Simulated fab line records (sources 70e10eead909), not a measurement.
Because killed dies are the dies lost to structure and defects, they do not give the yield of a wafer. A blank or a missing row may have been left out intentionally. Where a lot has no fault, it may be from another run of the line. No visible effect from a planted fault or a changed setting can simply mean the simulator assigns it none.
The tool behind it: which one? / flow nand harc / 12 lots, 36 wafers sampled, at 4 steps of a route of 1302

WHAT EACH GAUGE READ, for each wafer
NHARC_P_GATE_CD_MEAS_59 targets a cd of 720 nm. Usual: cd nm reads 719.7 nm (standard deviation 2.1).
lot=L982; measured=day 5 10:34; on=cd sem-01; cd nm (nm)=721.2 722.4 722.4; flag=
lot=L984; measured=day 6 10:12; on=cd sem-02; cd nm (nm)=721.9 723.6 723.0; flag=
lot=L985; measured=day 6 22:48; on=cd sem-01; cd nm (nm)=720.0 721.2 720.3; flag=
lot=L991; measured=day 9 11:21; on=cd sem-02; cd nm (nm)=715.1 713.6 713.7; flag=
lot=L994; measured=day 10 11:56; on=cd sem-02; cd nm (nm)=712.7 713.5 714.4; flag=
lot=L995; measured=day 11 15:26; on=cd sem-03; cd nm (nm)=716.9 718.0 716.4; flag=
lot=L997; measured=day 11 21:07; on=cd sem-03; cd nm (nm)=722.5 721.1 716.6; flag=
lot=L998; measured=day 12 06:16; on=cd sem-03; cd nm (nm)=718.6 717.4 718.4; flag=
lot=L999; measured=day 12 19:05; on=cd sem-01; cd nm (nm)=717.7 717.8 720.1; flag=
lot=L102; measured=day 13 22:09; on=cd sem-03; cd nm (nm)=722.1 720.1 721.1; flag=
lot=L104; measured=day 14 17:47; on=cd sem-03; cd nm (nm)=720.1 716.8 720.9; flag=
lot=L105; measured=day 15 06:13; on=cd sem-02; cd nm (nm)=718.0 720.9 718.7; flag=

EACH LOT AND THE TOOL THAT RAN IT (in order: tool; ch and the chambers of the sampled wafers; start)
lot=L982; NHARC_P_GATE_DEP_103=pecvd-01 ch 0,1, day 4 20:01; NHARC_P_GATE_STRIP_108=rie diel-08 ch 0,1,3, day 4 21:29; NHARC_P_GATE_PEB_57=litho track-07 ch 0, day 5 10:28
lot=L984; NHARC_P_GATE_DEP_103=pecvd-02 ch 0,1,2, day 5 17:53; NHARC_P_GATE_STRIP_108=rie diel-03 ch 0,1,3, day 5 19:20; NHARC_P_GATE_PEB_57=litho track-07 ch 0, day 6 10:06
lot=L985; NHARC_P_GATE_DEP_103=pecvd-01 ch 0,1,2, day 6 08:32; NHARC_P_GATE_STRIP_108=rie diel-05 ch 2,3, day 6 10:00; NHARC_P_GATE_PEB_57=litho track-05 ch 0, day 6 22:43
lot=L991; NHARC_P_GATE_DEP_103=pecvd-01 ch 1,2, day 8 21:01; NHARC_P_GATE_STRIP_108=rie diel-03 ch 0,1,3, day 8 22:32; NHARC_P_GATE_PEB_57=litho track-07 ch 0, day 9 11:15
lot=L994; NHARC_P_GATE_DEP_103=pecvd-04 ch 0,1, day 9 21:38; NHARC_P_GATE_STRIP_108=rie diel-05 ch 0,3, day 9 23:07; NHARC_P_GATE_PEB_57=litho track-07 ch 0, day 10 11:50
lot=L995; NHARC_P_GATE_DEP_103=pecvd-01 ch 0,1, day 11 01:10; NHARC_P_GATE_STRIP_108=rie diel-03 ch 0,2,3, day 11 02:33; NHARC_P_GATE_PEB_57=litho track-02 ch 0, day 11 15:20
lot=L997; NHARC_P_GATE_DEP_103=pecvd-02 ch 0,1, day 11 07:00; NHARC_P_GATE_STRIP_108=rie diel-05 ch 1,2,3, day 11 08:27; NHARC_P_GATE_PEB_57=litho track-05 ch 0, day 11 21:01
lot=L998; NHARC_P_GATE_DEP_103=pecvd-02 ch 1,2, day 11 16:13; NHARC_P_GATE_STRIP_108=rie diel-03 ch 0,1,3, day 11 17:35; NHARC_P_GATE_PEB_57=litho track-02 ch 0, day 12 06:10
lot=L999; NHARC_P_GATE_DEP_103=pecvd-01 ch 0,2, day 12 04:46; NHARC_P_GATE_STRIP_108=rie diel-08 ch 1,2, day 12 06:14; NHARC_P_GATE_PEB_57=litho track-07 ch 0, day 12 18:59
lot=L102; NHARC_P_GATE_DEP_103=pecvd-02 ch 0,1, day 13 07:51; NHARC_P_GATE_STRIP_108=rie diel-08 ch 0,2,3, day 13 09:22; NHARC_P_GATE_PEB_57=litho track-07 ch 0, day 13 22:04
lot=L104; NHARC_P_GATE_DEP_103=pecvd-04 ch 1,2, day 14 03:22; NHARC_P_GATE_STRIP_108=rie diel-03 ch 2,3, day 14 04:50; NHARC_P_GATE_PEB_57=litho track-05 ch 0, day 14 17:42
lot=L105; NHARC_P_GATE_DEP_103=pecvd-04 ch 0,1, day 14 15:54; NHARC_P_GATE_STRIP_108=rie diel-03 ch 1,2,3, day 14 17:22; NHARC_P_GATE_PEB_57=litho track-07 ch 0, day 15 06:07
- NHARC_P_GATE_DEP_103: deposits SiON, target thk 30 nm.
- NHARC_P_GATE_STRIP_108: strips in O2.
- NHARC_P_GATE_PEB_57: peb time 85 s.

AS READ BY THE TOOLS THEMSELVES (means over the sampled wafers that have a number; for cases with no such wafer, the mark the record gives instead)
NHARC_P_GATE_DEP_103. Usual: heater power w reads 734 W (standard deviation 88).
lot=L982; tool=pecvd-01; heater power w (W)=836; flag=
lot=L984; tool=pecvd-02; heater power w (W)=745; flag=
lot=L985; tool=pecvd-01; heater power w (W)=847; flag=
lot=L991; tool=pecvd-01; heater power w (W)=770; flag=
lot=L994; tool=pecvd-04; heater power w (W)=627; flag=
lot=L995; tool=pecvd-01; heater power w (W)=739; flag=
lot=L997; tool=pecvd-02; heater power w (W)=797; flag=
lot=L998; tool=pecvd-02; heater power w (W)=703; flag=
lot=L999; tool=pecvd-01; heater power w (W)=790; flag=
lot=L102; tool=pecvd-02; heater power w (W)=731; flag=
lot=L104; tool=pecvd-04; heater power w (W)=703; flag=
lot=L105; tool=pecvd-04; heater power w (W)=652; flag=

NHARC_P_GATE_STRIP_108. Usual: drypump motor current A 5.8 A, standard deviation 0.6; oes product au 1.000 a.u., standard deviation 0.016; rf vpp V 58.0 V, standard deviation 0.91; showerhead plenum p Torr 3.56 Torr, standard deviation 0.12; throttle valve pct 17.037 %, standard deviation 0.0095.
lot=L982; tool=rie diel-08; drypump motor current A (A)=5.8; oes product au (a.u.)=0.987; rf vpp V (V)=57.5; showerhead plenum p Torr (Torr)=3.51; throttle valve pct (%)=17.038; flag=
lot=L984; tool=rie diel-03; drypump motor current A (A)=5.5; oes product au (a.u.)=1.019; rf vpp V (V)=58.0; showerhead plenum p Torr (Torr)=3.72; throttle valve pct (%)=17.028; flag=
lot=L985; tool=rie diel-05; drypump motor current A (A)=5.6; oes product au (a.u.)=0.998; rf vpp V (V)=58.7; showerhead plenum p Torr (Torr)=3.50; throttle valve pct (%)=17.043; flag=
lot=L991; tool=rie diel-03; drypump motor current A (A)=5.5; oes product au (a.u.)=1.017; rf vpp V (V)=58.5; showerhead plenum p Torr (Torr)=3.72; throttle valve pct (%)=17.042; flag=
lot=L994; tool=rie diel-05; drypump motor current A (A)=5.5; oes product au (a.u.)=0.995; rf vpp V (V)=57.5; showerhead plenum p Torr (Torr)=3.42; throttle valve pct (%)=17.037; flag=
lot=L995; tool=rie diel-03; drypump motor current A (A)=5.9; oes product au (a.u.)=1.007; rf vpp V (V)=58.3; showerhead plenum p Torr (Torr)=3.60; throttle valve pct (%)=17.040; flag=
lot=L997; tool=rie diel-05; drypump motor current A (A)=5.8; oes product au (a.u.)=1.008; rf vpp V (V)=57.9; showerhead plenum p Torr (Torr)=3.51; throttle valve pct (%)=17.037; flag=
lot=L998; tool=rie diel-03; drypump motor current A (A)=5.5; oes product au (a.u.)=1.020; rf vpp V (V)=58.4; showerhead plenum p Torr (Torr)=3.71; throttle valve pct (%)=17.039; flag=
lot=L999; tool=rie diel-08; drypump motor current A (A)=5.7; oes product au (a.u.)=0.998; rf vpp V (V)=58.5; showerhead plenum p Torr (Torr)=3.52; throttle valve pct (%)=17.028; flag=
lot=L102; tool=rie diel-08; drypump motor current A (A)=5.8; oes product au (a.u.)=0.984; rf vpp V (V)=56.8; showerhead plenum p Torr (Torr)=3.50; throttle valve pct (%)=17.029; flag=
lot=L104; tool=rie diel-03; drypump motor current A (A)=6.6; oes product au (a.u.)=1.001; rf vpp V (V)=58.0; showerhead plenum p Torr (Torr)=3.61; throttle valve pct (%)=17.036; flag=
lot=L105; tool=rie diel-03; drypump motor current A (A)=6.0; oes product au (a.u.)=1.003; rf vpp V (V)=57.6; showerhead plenum p Torr (Torr)=3.64; throttle valve pct (%)=17.041; flag=

NHARC_P_GATE_PEB_57. Usual: heater power total W 163.97 W, standard deviation 0.26; plate temp C 117.99 C, standard deviation 0.14.
lot=L982; tool=litho track-07; heater power total W (W)=163.89; plate temp C (C)=117.91; flag=
lot=L984; tool=litho track-07; heater power total W (W)=163.95; plate temp C (C)=118.13; flag=
lot=L985; tool=litho track-05; heater power total W (W)=164.15; plate temp C (C)=117.87; flag=
lot=L991; tool=litho track-07; heater power total W (W)=156.98; plate temp C (C)=114.16; flag=OFF
lot=L994; tool=litho track-07; heater power total W (W)=156.69; plate temp C (C)=114.12; flag=OFF
lot=L995; tool=litho track-02; heater power total W (W)=164.11; plate temp C (C)=117.82; flag=
lot=L997; tool=litho track-05; heater power total W (W)=163.92; plate temp C (C)=117.73; flag=
lot=L998; tool=litho track-02; heater power total W (W)=164.12; plate temp C (C)=118.21; flag=
lot=L999; tool=litho track-07; heater power total W (W)=164.02; plate temp C (C)=118.05; flag=
lot=L102; tool=litho track-07; heater power total W (W)=163.88; plate temp C (C)=118.02; flag=
lot=L104; tool=litho track-05; heater power total W (W)=164.02; plate temp C (C)=117.99; flag=
lot=L105; tool=litho track-07; heater power total W (W)=164.14; plate temp C (C)=118.03; flag=

THE ANSWER, worked out from the rows above alone
Rule: a lot counts as off when the mean over its wafers that have a number is more than 3 standard deviations away from the usual mean. A lot without any number at a reading at which 4 lots or more have one is off too. All remaining lots with rows at the step are treated as sound. The gauges are gone through in route order, then the tools' own readings, and for those a lot's mean is taken as printed above. The first step at which some lot is off is used, and at that step the reading that is off furthest; a lot without a number counts as furthest.
Off, at NHARC_P_GATE_PEB_57 on heater power total W: L991, L994.
If a tool, at that step or one of the process steps before it, ran each lot that is off and ran no sound lot following the first of them, it fits. Not one of the candidates tried fits.

WHAT THE SIMULATOR HAD INSERTED
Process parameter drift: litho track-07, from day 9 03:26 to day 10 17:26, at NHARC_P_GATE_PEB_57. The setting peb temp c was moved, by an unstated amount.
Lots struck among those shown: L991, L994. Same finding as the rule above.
